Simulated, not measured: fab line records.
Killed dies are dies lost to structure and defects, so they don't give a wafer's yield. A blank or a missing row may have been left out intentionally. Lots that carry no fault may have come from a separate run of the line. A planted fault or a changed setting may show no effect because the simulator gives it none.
fab line records	flow n5Finfet
record: lots: 24	wafers: 72	lastDay: 18
route steps=1938 shown BEOL_M7@1320 BEOL_M8@1334
lots that met no fault: taken from a fault-free run of the same line
startH: hours from the record's first day to the start of the lot's first wafer shown	waitH: hours from the lot's prior step to this one	" same as the row above	L1.1+2: several wafers, shown together as one row	- either no value or no given start	* or withheld: withheld	< > ~ a bound
route shown NAME@n: names a module that has steps shown in the file, with the first one's number in the route	usual: average and standard deviation across the fault-free wafers	same: alike in all rows	chamber/n: place in a boat	sites: each site's reading	_std_site: the values' standard deviation	_edge_site: outer sites' mean less inner sites'	radiusMm: how far each site lies from the wafer's centre	mask NAME#n: copy n	behind: tool/chamber where the wafer was last shaped	hold: why the lot was held/for how many hours/how that ended	device: names the non-switching transistor (n, p or np)	end of line: tests of these same wafers at the route's end	for a step that has no rows: nothing shown but its recipe	killed: not the wafer's yield, but the dies lost to structure and defects at the first sort	map: shows each die of a wafer: x if killed, . if not, _ if none is there
set.NAME: setting as actually run; set.NAME@STEP: the setting as run at that earlier step	model.NAME: the simulator's own value behind a step, which no gauge read
one table for each step of the route and one row for each wafer, over a sample of lots
services: when a tool's chamber went out of use (startH, in hours from the record's first day, below 0 if earlier), for how many hours, and the reason
== steps ==
step: N5_BEOL_M7_ALD_77
recipe: material: TaN	targetThkA: 20	tempC: 275	aldPrecursorFamily: PDMAT	aldCoReactant: NH3	pressureTorr: 3	carrierFlowSccm: 1500	pulseTimeS: 2	purgeTimeS: 3	coReactantPurgeTimeS: 2	coReactantPulseTimeS: 3	aldCycles: 40	precursorVesselTempC: 75	precursorVesselPressureTorr: 26.25	precursorVesselCarrierSccm: 1000
usual: heaterPowerW: 435/53
same: coReactantPulseTimeS: 3
lot.wafer	tool	chamber	startH	waitH	heaterPowerW
L074.1	aldMetal-01	1	211.13	0.2	509
L074.2	"	3	"	"	490
L074.3	"	0	"	"	409
L075.1	aldMetal-02	3	221.34	0.0	367
L075.5	"	3	"	"	374
L075.6	"	2	"	"	385
L077.1	aldMetal-01	1	228.64	0.0	515
L077.5	"	0	"	"	415
L077.6	"	3	"	"	483
L076.1	aldMetal-01	3	231.99	0.1	483
L076.3	"	0	"	"	411
L076.4	"	2	"	"	470
L078.3	aldMetal-03	3	236.34	0.1	442
L078.4	"	1	"	"	467
L078.6	"	1	"	"	471
L080.1	aldMetal-02	1	239.62	0.0	423
L080.3	"	2	"	"	387
L080.5	"	3	"	"	370
L079.2	aldMetal-01	3	240.11	0.0	475
L079.3	"	0	"	"	398
L079.4	"	1	"	"	515
L081.1	aldMetal-01	0	254.68	0.0	403
L081.4	"	1	"	"	535
L081.6	"	2	"	"	472
L083.2	aldMetal-01	3	263.37	0.0	498
L083.5	"	2	"	"	472
L083.6	"	3	"	"	482
L082.1	aldMetal-01	0	266.10	0.0	405
L082.4	"	1	"	"	517
L082.5	"	0	"	"	401
L084.1	aldMetal-02	3	282.40	0.1	365
L084.4	"	1	"	"	429
L084.5	"	3	"	"	377
L085.1	aldMetal-02	2	288.24	0.0	393
L085.4	"	3	"	"	371
L085.6	"	1	"	"	418
L086.1	aldMetal-01	3	288.82	0.1	480
L086.4	"	1	"	"	535
L086.5	"	2	"	"	480
L087.3	aldMetal-03	1	291.21	0.0	465
L087.4	"	3	"	"	446
L087.6	"	0	"	"	340
L089.1	aldMetal-01	1	294.61	0.0	518
L089.2	"	0	"	"	402
L089.4	"	3	"	"	495
L088.1	aldMetal-02	1	303.15	0.0	416
L088.2	"	0	"	"	381
L088.6	"	2	"	"	388
L090.1	aldMetal-03	0	312.06	0.0	329
L090.2	"	3	"	"	443
L090.3	"	2	"	"	395
L091.1	aldMetal-01	3	316.44	0.1	488
L091.4	"	2	"	"	470
L091.6	"	3	"	"	477
L092.1	aldMetal-03	3	316.50	0.0	458
L092.2	"	1	"	"	476
L092.3	"	0	"	"	339
L094.1	aldMetal-01	1	332.49	0.1	518
L094.4	"	0	"	"	415
L094.6	"	1	"	"	517
L095.2	aldMetal-02	1	339.69	0.1	414
L095.3	"	0	"	"	396
L095.6	"	0	"	"	398
L093.3	aldMetal-02	3	340.31	0.0	367
L093.4	"	2	"	"	404
L093.6	"	3	"	"	375
L096.1	aldMetal-03	0	343.87	0.0	339
L096.2	"	1	"	"	467
L096.5	"	2	"	"	395
L097.1	aldMetal-03	2	348.03	0.1	397
L097.4	"	0	"	"	332
L097.6	"	0	"	"	335
step: N5_BEOL_M7_CMP_52
recipe: stopOn: SiCOH_lowk	tOverpolishS: 6.9	downForcePsi: 1	platenRpm: 50	clearingPlatenDownForcePsi: 1.5	clearingPlatenRpm: 50	postCmpClean: cuAlkaline	targetThkNm: 80	clearingPlatenPadVelocityMS: 0.99484	padVelocityMS: 0.99484
usual: barrierFieldEndpointS: 28.9/0.62	motorCurrentA: 6.3/0.76	overpolishRunS: 6.900/0.0093	slurryFilterDpKPa: 13.51/0.16	timeToEndpointS: 62.9/2.1
lot.wafer	tool	chamber	startH	waitH	barrierFieldEndpointS	motorCurrentA	overpolishRunS	slurryFilterDpKPa	timeToEndpointS
L074.1	cmp-01	3	212.22	0.3	28.9	6.6	6.894	13.46	65.4
L074.3	"	0	"	"	28.8	5.7	6.886	13.49	65.7
L074.2	"	1	"	"	28.8	6.1	6.914	13.72	63.8
L075.1	cmp-03	3	224.47	0.3	28.9	7.6	6.893	13.48	61.0
L075.6	"	3	"	"	28.3	8.1	6.878	13.37	58.9
L075.5	"	0	"	"	29.1	5.5	6.907	13.68	62.5
L077.1	cmp-03	2	230.24	0.3	29.4	6.1	6.896	13.41	66.7
L077.5	"	0	"	"	29.3	5.8	6.900	13.48	63.1
L077.6	"	1	"	"	28.8	5.9	6.894	13.56	64.7
L076.4	cmp-03	0	236.09	0.2	28.9	5.6	6.895	13.51	61.6
L076.3	"	1	"	"	27.6	6.1	6.910	13.48	60.2
L076.1	"	3	"	"	27.4	7.8	6.886	13.42	61.3
L078.3	cmp-03	1	239.01	0.2	28.8	5.6	6.898	13.58	63.1
L078.4	"	3	"	"	28.2	8.1	6.908	13.58	61.2
L078.6	"	1	"	"	28.2	5.7	6.895	13.30	63.2
L080.1	cmp-03	1	241.26	0.3	29.1	5.8	6.883	13.15	62.8
L080.3	"	3	"	"	29.3	7.7	6.893	13.74	59.7
L080.5	"	1	"	"	29.7	5.9	6.912	13.36	64.2
L079.3	cmp-01	3	243.36	0.2	29.1	6.3	6.913	13.38	63.6
L079.4	"	0	"	"	28.8	5.8	6.896	13.71	60.1
L079.2	"	1	"	"	28.9	5.8	6.894	13.40	61.4
L081.4	cmp-04	3	257.09	0.2	29.4	5.7	6.899	13.77	62.9
L081.1	"	2	"	"	29.3	7.0	6.894	13.30	64.2
L081.6	"	3	"	"	29.8	6.0	6.901	13.49	67.2
L083.2	cmp-01	3	265.89	0.3	28.9	6.5	6.913	13.60	61.2
L083.6	"	1	"	"	29.3	6.0	6.903	13.66	61.7
L083.5	"	2	"	"	28.8	5.3	6.909	13.40	63.6
L082.1	cmp-03	0	267.45	0.3	29.0	5.8	6.910	13.49	64.7
L082.4	"	1	"	"	28.6	6.1	6.909	13.44	63.6
L082.5	"	0	"	"	29.3	5.7	6.897	13.77	63.3
L084.1	cmp-03	0	283.75	0.3	28.1	5.8	6.901	13.62	60.9
L084.4	"	1	"	"	29.2	5.6	6.908	13.30	61.0
L084.5	"	3	"	"	29.6	8.2	6.906	13.58	63.7
L085.4	cmp-03	1	289.39	0.1	28.7	5.7	6.892	13.69	64.2
L085.1	"	2	"	"	28.8	6.7	6.920	13.43	65.6
L085.6	"	1	"	"	29.0	6.2	6.890	13.43	64.3
L086.4	cmp-03	2	290.21	0.1	30.0	6.5	6.882	13.59	64.1
L086.1	"	0	"	"	28.1	5.8	6.902	13.46	60.4
L086.5	"	3	"	"	29.3	7.7	6.899	13.59	60.6
L087.3	cmp-01	0	292.44	0.2	28.3	6.0	6.915	13.62	64.5
L087.4	"	3	"	"	29.1	6.5	6.895	13.69	64.3
L087.6	"	0	"	"	28.8	5.9	6.888	13.76	61.1
L089.2	cmp-03	0	295.57	0.2	28.0	5.3	6.897	13.60	62.5
L089.4	"	2	"	"	29.7	6.5	6.903	13.26	66.6
L089.1	"	3	"	"	28.7	7.4	6.897	13.59	63.9
L088.1	cmp-01	0	305.02	0.3	28.5	5.6	6.895	13.66	61.7
L088.2	"	3	"	"	29.3	6.4	6.892	13.42	63.0
L088.6	"	0	"	"	28.3	5.8	6.890	13.56	58.9
L090.1	cmp-04	2	313.31	0.3	28.5	6.8	6.889	13.39	64.6
L090.3	"	3	"	"	27.3	5.6	6.900	13.46	62.8
L090.2	"	0	"	"	27.8	5.2	6.895	13.48	61.9
L091.4	cmp-03	2	317.97	0.1	30.0	6.5	6.892	13.32	64.6
L091.1	"	3	"	"	28.7	7.7	6.907	13.50	59.7
L091.6	"	2	"	"	29.7	6.4	6.897	13.39	61.4
L092.2	cmp-03	2	318.42	0.2	28.8	6.3	6.898	13.52	61.0
L092.3	"	0	"	"	30.2	5.8	6.901	13.63	64.6
L092.1	"	1	"	"	29.3	5.9	6.893	13.75	62.2
L094.4	cmp-03	2	334.05	0.1	29.2	6.3	6.906	13.69	62.2
L094.1	"	0	"	"	28.4	5.8	6.903	13.16	61.9
L094.6	"	2	"	"	30.7	6.6	6.911	13.42	66.3
L095.3	cmp-01	0	341.16	0.2	29.1	5.8	6.903	13.38	63.9
L095.2	"	2	"	"	28.8	5.5	6.899	13.55	63.4
L095.6	"	0	"	"	28.3	5.6	6.891	13.48	59.2
L093.3	cmp-03	1	341.52	0.2	28.6	6.0	6.908	13.54	59.5
L093.4	"	3	"	"	28.0	7.8	6.896	13.42	59.8
L093.6	"	1	"	"	28.3	5.6	6.902	13.48	61.3
L096.1	cmp-03	1	344.98	0.3	28.6	6.0	6.895	13.49	59.7
L096.2	"	2	"	"	29.1	6.8	6.898	13.50	66.0
L096.5	"	2	"	"	29.4	6.4	6.914	13.49	65.5
L097.4	cmp-04	0	349.20	0.1	28.0	5.4	6.896	13.55	61.3
L097.1	"	3	"	"	27.6	5.8	6.903	13.72	60.8
L097.6	"	0	"	"	28.6	5.4	6.880	13.66	61.0
step: N5_BEOL_M8_THK_MEAS_01
recipe: reads: SiCOH_lowk_of_BEOL_M8_ILD_DEP_00
usual: M8_ILD_THK: 155.5/1.8
lot.wafer	tool	chamber	startH	waitH	M8_ILD_THK[nm]
L074.1	filmMetro-02	-	213.25	0.4	156.6
L074.2	"	-	"	"	155.8
L074.3	"	-	"	"	154.3
L075.1	filmMetro-01	-	225.56	0.4	151.5
L075.5	"	-	"	"	155.0
L075.6	"	-	"	"	155.7
L077.1	filmMetro-02	-	231.29	0.4	155.0
L077.5	"	-	"	"	157.6
L077.6	"	-	"	"	158.2
L076.1	filmMetro-02	-	237.17	0.4	153.5
L076.3	"	-	"	"	155.8
L076.4	"	-	"	"	156.3
L078.3	filmMetro-01	-	240.08	0.3	154.4
L078.4	"	-	"	"	156.2
L078.6	"	-	"	"	155.8
L080.1	filmMetro-01	-	242.33	0.4	154.5
L080.3	"	-	"	"	154.4
L080.5	"	-	"	"	156.6
L079.2	filmMetro-02	-	244.39	0.4	154.9
L079.3	"	-	"	"	152.8
L079.4	"	-	"	"	157.0
L081.1	filmMetro-02	-	258.16	0.4	155.9
L081.4	"	-	"	"	154.8
L081.6	"	-	"	"	157.9
L083.2	filmMetro-01	-	266.88	0.4	154.7
L083.5	"	-	"	"	157.5
L083.6	"	-	"	"	157.0
L082.1	filmMetro-02	-	268.52	0.4	152.3
L082.4	"	-	"	"	155.3
L082.5	"	-	"	"	154.5
L084.1	filmMetro-02	-	285.12	0.4	153.8
L084.4	"	-	"	"	156.2
L084.5	"	-	"	"	157.5
L085.1	filmMetro-01	-	292.31	0.4	154.3
L085.4	"	-	"	"	156.6
L085.6	"	-	"	"	156.4
L086.1	filmMetro-01	-	292.77	0.4	155.1
L086.4	"	-	"	"	156.9
L086.5	"	-	"	"	157.3
L087.3	filmMetro-01	-	294.21	0.3	152.2
L087.4	"	-	"	"	157.8
L087.6	"	-	"	"	155.5
L089.1	filmMetro-01	-	296.65	0.4	155.4
L089.2	"	-	"	"	156.0
L089.4	"	-	"	"	156.7
L088.1	filmMetro-02	-	306.09	0.4	154.1
L088.2	"	-	"	"	155.6
L088.6	"	-	"	"	157.3
L090.1	filmMetro-01	-	314.57	0.4	153.9
L090.2	"	-	"	"	151.4
L090.3	"	-	"	"	151.5
L091.1	filmMetro-01	-	319.04	0.4	155.6
L091.4	"	-	"	"	155.1
L091.6	"	-	"	"	155.6
L092.1	filmMetro-01	-	319.49	0.4	152.4
L092.2	"	-	"	"	152.3
L092.3	"	-	"	"	151.3
L094.1	filmMetro-02	-	335.13	0.4	155.4
L094.4	"	-	"	"	157.6
L094.6	"	-	"	"	157.8
L095.2	filmMetro-01	-	342.21	0.4	153.9
L095.3	"	-	"	"	154.0
L095.6	"	-	"	"	157.4
L093.3	filmMetro-02	-	342.69	0.3	154.4
L093.4	"	-	"	"	156.7
L093.6	"	-	"	"	158.3
L096.1	filmMetro-01	-	346.06	0.4	153.9
L096.2	"	-	"	"	154.3
L096.5	"	-	"	"	157.2
L097.1	filmMetro-02	-	350.27	0.4	154.9
L097.4	"	-	"	"	157.9
L097.6	"	-	"	"	157.0
step: N5_BEOL_M8_INSPECT_13
recipe: mode: adi	inspectInstrument: brightfield
usual: rawDefectCount: 383/88
lot.wafer	tool	chamber	startH	waitH	rawDefectCount
L074.1	defectInspect-02	-	215.20	0.0	307
L074.2	"	-	"	"	269
L074.3	"	-	"	"	370
L075.1	defectInspect-01	-	226.44	0.0	394
L075.5	"	-	"	"	300
L075.6	"	-	"	"	340
L077.1	defectInspect-01	-	232.20	0.0	307
L077.5	"	-	"	"	241
L077.6	"	-	"	"	291
L076.1	defectInspect-01	-	239.78	0.0	322
L076.3	"	-	"	"	310
L076.4	"	-	"	"	306
L078.3	defectInspect-02	-	240.62	0.0	404
L078.4	"	-	"	"	528
L078.6	"	-	"	"	506
L080.1	defectInspect-01	-	243.09	0.0	393
L080.3	"	-	"	"	483
L080.5	"	-	"	"	349
L079.2	defectInspect-01	-	247.24	0.0	397
L079.3	"	-	"	"	374
L079.4	"	-	"	"	396
L081.1	defectInspect-01	-	260.21	0.0	493
L081.4	"	-	"	"	440
L081.6	"	-	"	"	340
L083.2	defectInspect-01	-	268.23	0.0	393
L083.5	"	-	"	"	463
L083.6	"	-	"	"	460
L082.1	defectInspect-02	-	271.17	0.0	444
L082.4	"	-	"	"	444
L082.5	"	-	"	"	506
L084.1	defectInspect-01	-	287.11	0.0	481
L084.4	"	-	"	"	352
L084.5	"	-	"	"	487
L085.1	defectInspect-01	-	294.02	0.0	425
L085.4	"	-	"	"	273
L085.6	"	-	"	"	508
L086.1	defectInspect-02	-	294.48	0.0	529
L086.4	"	-	"	"	636
L086.5	"	-	"	"	428
L087.3	defectInspect-02	-	295.30	0.0	353
L087.4	"	-	"	"	240
L087.6	"	-	"	"	457
L089.1	defectInspect-01	-	298.16	0.0	272
L089.2	"	-	"	"	367
L089.4	"	-	"	"	269
L088.1	defectInspect-01	-	307.45	0.0	291
L088.2	"	-	"	"	288
L088.6	"	-	"	"	364
L090.1	defectInspect-01	-	316.62	0.0	351
L090.2	"	-	"	"	285
L090.3	"	-	"	"	301
L091.1	defectInspect-02	-	322.65	0.0	442
L091.4	"	-	"	"	326
L091.6	"	-	"	"	419
L092.1	defectInspect-01	-	322.82	0.0	316
L092.2	"	-	"	"	356
L092.3	"	-	"	"	353
L094.1	defectInspect-02	-	336.43	0.0	319
L094.4	"	-	"	"	447
L094.6	"	-	"	"	478
L095.2	defectInspect-02	-	344.08	0.0	427
L095.3	"	-	"	"	313
L095.6	"	-	"	"	476
L093.3	defectInspect-02	-	344.28	0.0	404
L093.4	"	-	"	"	472
L093.6	"	-	"	"	438
L096.1	defectInspect-02	-	348.04	0.0	491
L096.2	"	-	"	"	409
L096.5	"	-	"	"	465
L097.1	defectInspect-02	-	352.24	0.0	355
L097.4	"	-	"	"	420
L097.6	"	-	"	"	406
step: N5_BEOL_M8_STRIP_67
recipe: chemistry: CF4	resist: SiARC	powerW: 300	biasPowerW: 75	pressureMtorr: 50	cf4FlowSccm: 150	rfFrequencyHz: 6e+07
usual: drypumpMotorCurrentA: 5.7/0.38	oesProductAu: 0.79/0.062	rfVppV: 271.0/1.7	showerheadPlenumPTorr: 1.79/0.062	throttleValvePct: 13.64/0.29
lot.wafer	tool	chamber	startH	waitH	drypumpMotorCurrentA	oesProductAu	rfHoursCounterH	rfVppV	showerheadPlenumPTorr	throttleValvePct
L074.1	rieDiel-03	0	215.47	0.0	5.1	0.91	12	269.2	1.76	13.38
L074.2	"	1	"	"	6.4	0.91	20	269.5	1.76	13.15
L074.3	"	3	"	"	5.9	0.75	176	270.0	1.73	13.84
L075.1	rieDiel-04	2	226.74	0.0	5.6	0.74	196	273.4	1.85	14.03
L075.5	"	2	"	"	5.6	0.73	-	271.4	1.85	14.02
L075.6	"	1	"	"	6.2	0.84	-	272.4	1.89	13.44
L077.1	rieDiel-01	2	232.47	0.0	6.2	0.70	225	270.9	1.77	13.58
L077.5	"	0	"	"	6.0	0.80	-	269.9	1.73	13.32
L077.6	"	3	"	"	5.7	0.75	-	271.0	1.74	13.82
L076.1	rieDiel-04	1	240.06	0.0	6.2	0.84	57	272.2	1.89	13.48
L076.3	"	3	"	"	5.6	0.81	62	274.3	1.89	13.62
L076.4	"	0	"	"	5.5	0.81	95	269.0	1.75	13.31
L078.3	rieDiel-01	0	240.89	0.0	6.0	0.80	119	268.7	1.73	13.31
L078.4	"	1	"	"	5.9	0.67	249	270.5	1.77	13.80
L078.6	"	1	"	"	5.9	0.67	-	269.7	1.77	13.79
L080.1	rieDiel-03	1	244.22	0.0	6.3	0.89	33	271.0	1.76	13.19
L080.3	"	0	"	"	5.1	0.88	24	269.0	1.76	13.40
L080.5	"	3	"	"	5.9	0.74	-	268.2	1.72	13.88
L079.2	rieDiel-03	0	247.94	0.0	5.1	0.88	26	270.9	1.76	13.43
L079.3	"	3	"	"	5.9	0.74	190	269.8	1.72	13.86
L079.4	"	2	"	"	5.5	0.75	168	272.1	1.86	13.95
L081.1	rieDiel-03	1	260.49	0.0	6.3	0.86	41	270.7	1.76	13.20
L081.4	"	3	"	"	5.9	0.74	195	268.5	1.72	13.85
L081.6	"	3	"	"	5.9	0.74	-	270.4	1.72	13.88
L083.2	rieDiel-01	1	268.50	0.0	6.0	0.94	3	270.5	1.77	13.22
L083.5	"	2	"	"	6.1	0.69	-	269.6	1.76	13.62
L083.6	"	1	"	"	6.0	0.95	-	271.0	1.77	13.22
L082.1	rieDiel-03	3	271.71	0.0	5.9	0.73	200	269.4	1.72	13.88
L082.4	"	1	"	"	6.3	0.86	45	269.3	1.76	13.23
L082.5	"	2	"	"	5.5	0.74	-	273.0	1.86	13.98
L084.1	rieDiel-03	1	287.64	0.0	6.4	0.86	50	270.1	1.75	13.22
L084.4	"	0	"	"	5.0	0.85	41	272.0	1.76	13.45
L084.5	"	0	"	"	5.1	0.86	-	269.7	1.76	13.44
L085.1	rieDiel-03	3	294.29	0.0	5.9	0.73	208	269.5	1.72	13.92
L085.4	"	1	"	"	6.3	0.86	53	269.7	1.75	13.23
L085.6	"	3	"	"	5.9	0.73	-	269.7	1.72	13.89
L086.1	rieDiel-03	1	294.75	0.0	6.3	0.86	53	270.0	1.75	13.25
L086.4	"	2	"	"	5.5	0.73	185	272.7	1.85	13.98
L086.5	"	2	"	"	5.5	0.73	-	272.4	1.85	13.99
L087.3	rieDiel-04	3	295.57	0.0	5.6	0.80	76	273.9	1.89	13.66
L087.4	"	2	"	"	5.6	0.72	216	271.8	1.85	14.10
L087.6	"	3	"	"	5.6	0.80	-	275.0	1.89	13.65
L089.1	rieDiel-04	1	298.43	0.0	6.2	0.81	73	272.4	1.89	13.51
L089.2	"	3	"	"	5.6	0.80	77	274.1	1.89	13.64
L089.4	"	0	"	"	5.5	0.80	110	270.1	1.74	13.34
L088.1	rieDiel-03	1	307.87	0.0	6.4	0.84	58	269.8	1.75	13.25
L088.2	"	3	"	"	5.9	0.72	213	268.6	1.72	13.92
L088.6	"	3	"	"	5.9	0.72	-	270.1	1.72	13.92
L090.1	rieDiel-03	3	317.26	0.0	5.9	0.72	216	270.8	1.72	13.94
L090.2	"	2	"	"	5.5	0.73	193	273.2	1.85	14.02
L090.3	"	1	"	"	6.3	0.84	61	269.5	1.75	13.24
L091.1	rieDiel-04	2	322.93	0.0	5.6	0.72	225	271.2	1.84	14.11
L091.4	"	3	"	"	5.7	0.79	85	272.9	1.88	13.66
L091.6	"	0	"	"	5.5	0.80	-	270.1	1.74	13.34
L092.1	rieDiel-03	2	323.09	0.0	5.5	0.73	195	272.5	1.85	14.01
L092.2	"	0	"	"	5.1	0.85	53	270.1	1.75	13.47
L092.3	"	3	"	"	5.9	0.72	217	268.9	1.72	13.93
L094.1	rieDiel-04	3	336.93	0.0	5.7	0.78	90	271.8	1.88	13.69
L094.4	"	0	"	"	5.5	0.78	122	268.5	1.74	13.35
L094.6	"	2	"	"	5.6	0.71	-	271.3	1.84	14.11
L095.2	rieDiel-03	3	344.36	0.0	5.9	0.72	226	269.9	1.71	13.96
L095.3	"	1	"	"	6.3	0.82	72	270.4	1.75	13.28
L095.6	"	3	"	"	5.9	0.72	-	268.9	1.71	13.93
L093.3	rieDiel-04	2	344.56	0.0	5.6	0.71	235	270.4	1.84	14.10
L093.4	"	1	"	"	6.2	0.80	89	272.7	1.88	13.54
L093.6	"	0	"	"	5.5	0.79	-	269.9	1.74	13.38
L096.1	rieDiel-04	0	348.31	0.0	5.5	0.79	126	270.3	1.74	13.36
L096.2	"	2	"	"	5.6	0.71	236	271.9	1.84	14.11
L096.5	"	3	"	"	5.6	0.78	-	272.1	1.88	13.69
L097.1	rieDiel-04	0	352.51	0.0	5.5	0.78	128	271.1	1.74	13.38
L097.4	"	3	"	"	5.6	0.78	-	271.5	1.88	13.70
L097.6	"	0	"	"	5.5	0.78	-	268.9	1.74	13.37
step: N5_BEOL_M8_DESCUM_33
recipe: chemistry: O2	timeS: 7	sourcePowerW: 50	biasPowerW: 20	pressureMtorr: 20	rfFrequencyHz: 2.712e+07	tempC: 40	resist: CAR-EUV	o2FlowSccm: 225
usual: drypumpMotorCurrentA: 5.8/0.36	oesProductAu: 0.79/0.079	rfVppV: 242.6/1.4	showerheadPlenumPTorr: 2.06/0.069	throttleValvePct: 20.44/0.29
lot.wafer	tool	chamber	startH	waitH	drypumpMotorCurrentA	oesProductAu	rfHoursCounterH	rfVppV	showerheadPlenumPTorr	throttleValvePct
L074.1	rieDiel-01	2	217.34	0.0	6.2	0.70	219	242.7	2.08	20.39
L074.2	"	1	"	"	6.0	0.67	241	242.7	2.07	20.55
L074.3	"	3	"	"	5.7	0.76	133	242.3	2.01	20.66
L075.1	rieDiel-03	1	228.57	0.2	6.3	0.91	27	242.3	2.04	20.02
L075.5	"	3	"	"	5.9	0.74	-	241.0	2.00	20.63
L075.6	"	0	"	"	5.0	0.91	-	242.2	2.04	20.24
L077.1	rieDiel-04	1	235.01	0.1	6.2	0.84	55	246.3	2.20	20.34
L077.5	"	2	"	"	5.6	0.73	-	244.2	2.15	20.77
L077.6	"	1	"	"	6.2	0.84	-	244.2	2.20	20.33
L076.1	rieDiel-01	3	241.99	0.3	5.7	0.75	141	242.1	2.01	20.65
L076.3	"	0	"	"	6.1	0.80	119	241.7	2.02	20.18
L076.4	"	2	"	"	6.2	0.69	228	242.8	2.07	20.40
L078.3	rieDiel-01	0	243.03	0.7	6.1	0.80	119	241.8	2.02	20.18
L078.4	"	3	"	"	5.7	0.75	142	241.8	2.01	20.66
L078.6	"	3	"	"	5.7	0.76	-	242.4	2.01	20.68
L080.1	rieDiel-03	0	246.93	0.8	5.0	0.90	25	244.6	2.04	20.26
L080.3	"	1	"	"	6.3	0.89	35	241.8	2.04	20.03
L080.5	"	3	"	"	5.9	0.74	-	241.1	1.99	20.64
L079.2	rieDiel-03	2	250.42	1.2	5.5	0.75	169	242.6	2.18	20.87
L079.3	"	0	"	"	5.0	0.90	27	241.6	2.04	20.24
L079.4	"	1	"	"	6.3	0.89	36	242.5	2.04	20.02
L081.1	rieDiel-03	1	261.41	0.1	6.3	0.88	41	243.6	2.04	20.03
L081.4	"	3	"	"	5.9	0.73	196	241.6	1.99	20.67
L081.6	"	1	"	"	6.3	0.87	-	242.0	2.04	20.04
L083.2	rieDiel-01	1	270.88	0.0	5.9	0.95	4	242.1	2.06	20.17
L083.5	"	2	"	"	6.2	0.68	-	242.7	2.07	20.44
L083.6	"	1	"	"	5.9	0.96	-	242.4	2.06	20.16
L082.1	rieDiel-04	1	273.60	0.0	6.2	0.84	64	246.7	2.20	20.35
L082.4	"	3	"	"	5.6	0.82	69	245.6	2.21	20.54
L082.5	"	1	"	"	6.2	0.84	-	244.7	2.20	20.34
L084.1	rieDiel-03	1	288.56	0.0	6.4	0.87	50	242.3	2.03	20.04
L084.4	"	2	"	"	5.5	0.73	183	243.9	2.18	20.90
L084.5	"	2	"	"	5.5	0.72	-	244.8	2.18	20.90
L085.1	rieDiel-03	3	296.53	0.0	5.9	0.73	209	241.1	1.99	20.66
L085.4	"	0	"	"	5.1	0.87	45	242.0	2.03	20.28
L085.6	"	1	"	"	6.4	0.87	-	242.6	2.03	20.05
L086.1	rieDiel-04	2	296.61	0.1	5.6	0.73	217	242.3	2.14	20.82
L086.4	"	1	"	"	6.2	0.83	72	245.1	2.20	20.37
L086.5	"	1	"	"	6.2	0.82	-	244.1	2.20	20.37
L087.3	rieDiel-03	0	297.11	0.5	5.1	0.86	45	242.3	2.03	20.28
L087.4	"	2	"	"	5.5	0.73	186	244.9	2.18	20.90
L087.6	"	3	"	"	5.9	0.72	-	239.9	1.99	20.65
L089.1	rieDiel-01	3	302.10	0.0	5.7	0.73	168	241.4	2.00	20.70
L089.2	"	1	"	"	6.0	0.92	15	242.5	2.06	20.17
L089.4	"	1	"	"	6.0	0.91	-	242.0	2.06	20.16
L088.1	rieDiel-03	2	310.54	0.0	5.5	0.73	191	242.7	2.18	20.94
L088.2	"	3	"	"	5.9	0.72	213	241.4	1.99	20.67
L088.6	"	1	"	"	6.4	0.85	-	241.9	2.03	20.06
L090.1	rieDiel-01	0	321.51	0.0	6.1	0.76	154	240.3	2.01	20.25
L090.2	"	1	"	"	6.0	0.89	24	243.2	2.06	20.20
L090.3	"	3	"	"	5.7	0.72	176	241.6	2.00	20.72
L092.1	rieDiel-03	1	324.61	0.0	6.3	0.85	63	240.4	2.03	20.06
L092.2	"	3	"	"	5.9	0.71	218	242.6	1.98	20.69
L092.3	"	2	"	"	5.5	0.72	195	244.1	2.17	20.92
L091.1	rieDiel-01	1	324.78	0.0	6.0	0.89	25	241.5	2.06	20.20
L091.4	"	0	"	"	6.1	0.75	155	242.4	2.01	20.23
L091.6	"	3	"	"	5.7	0.73	-	242.1	2.00	20.72
L094.1	rieDiel-03	1	338.54	0.0	6.3	0.84	68	242.8	2.03	20.07
L094.4	"	2	"	"	5.5	0.72	-	243.3	2.17	20.92
L094.6	"	1	"	"	6.3	0.84	-	240.8	2.03	20.08
L095.2	rieDiel-01	0	346.67	0.0	6.1	0.76	164	241.4	2.01	20.26
L095.3	"	2	"	"	6.2	0.93	12	243.2	2.06	20.08
L095.6	"	1	"	"	6.0	0.87	-	243.5	2.05	20.20
L093.3	rieDiel-01	3	347.07	0.3	5.7	0.73	186	243.1	2.00	20.75
L093.4	"	2	"	"	6.2	0.94	12	240.3	2.06	20.08
L093.6	"	2	"	"	6.2	0.94	-	242.6	2.06	20.11
L096.1	rieDiel-01	2	351.07	0.0	6.2	0.92	13	243.0	2.06	20.12
L096.2	"	0	"	"	6.1	0.75	166	240.7	2.01	20.27
L096.5	"	3	"	"	5.7	0.71	-	241.3	2.00	20.74
L097.1	rieDiel-04	0	353.53	0.3	5.5	0.79	129	242.9	2.02	20.18
L097.4	"	0	"	"	5.5	0.79	-	241.5	2.02	20.18
L097.6	"	3	"	"	5.7	0.77	-	244.4	2.20	20.59
== services ==
tool	chamber	startH	hours	kind
cmp-04	-	191.68	0.3	repair
rieDiel-01	1	203.47	7.2	repair
rieDiel-04	1	209.09	6.8	repair
aldMetal-03	-	210.19	8.7	pm
rieDiel-03	2	212.85	15.3	repair
rieDiel-04	-	240.08	14.6	pm
cmp-03	-	243.11	0.5	repair
rieDiel-01	1	244.09	-	clean
rieDiel-01	1	244.09	-	consumableReplace:focusRing
cmp-01	-	247.09	1.8	repair
cmp-04	-	252.97	1.8	repair
aldMetal-02	0	267.52	25.1	repair
cmp-01	-	268.50	4.0	pm
cmp-01	-	279.79	0.9	repair
aldMetal-03	2	290.71	5.9	repair
aldMetal-03	-	298.34	1.1	repair
cmp-04	-	301.93	4.0	pm
aldMetal-01	2	304.44	2.0	repair
aldMetal-02	-	305.80	8.7	pm
cmp-01	-	306.65	1.1	repair
cmp-04	-	323.99	2.3	repair
aldMetal-01	-	337.25	14.0	pm
rieDiel-04	1	344.77	30.9	repair
cmp-03	-	350.81	3.5	repair
== key ==
fault none
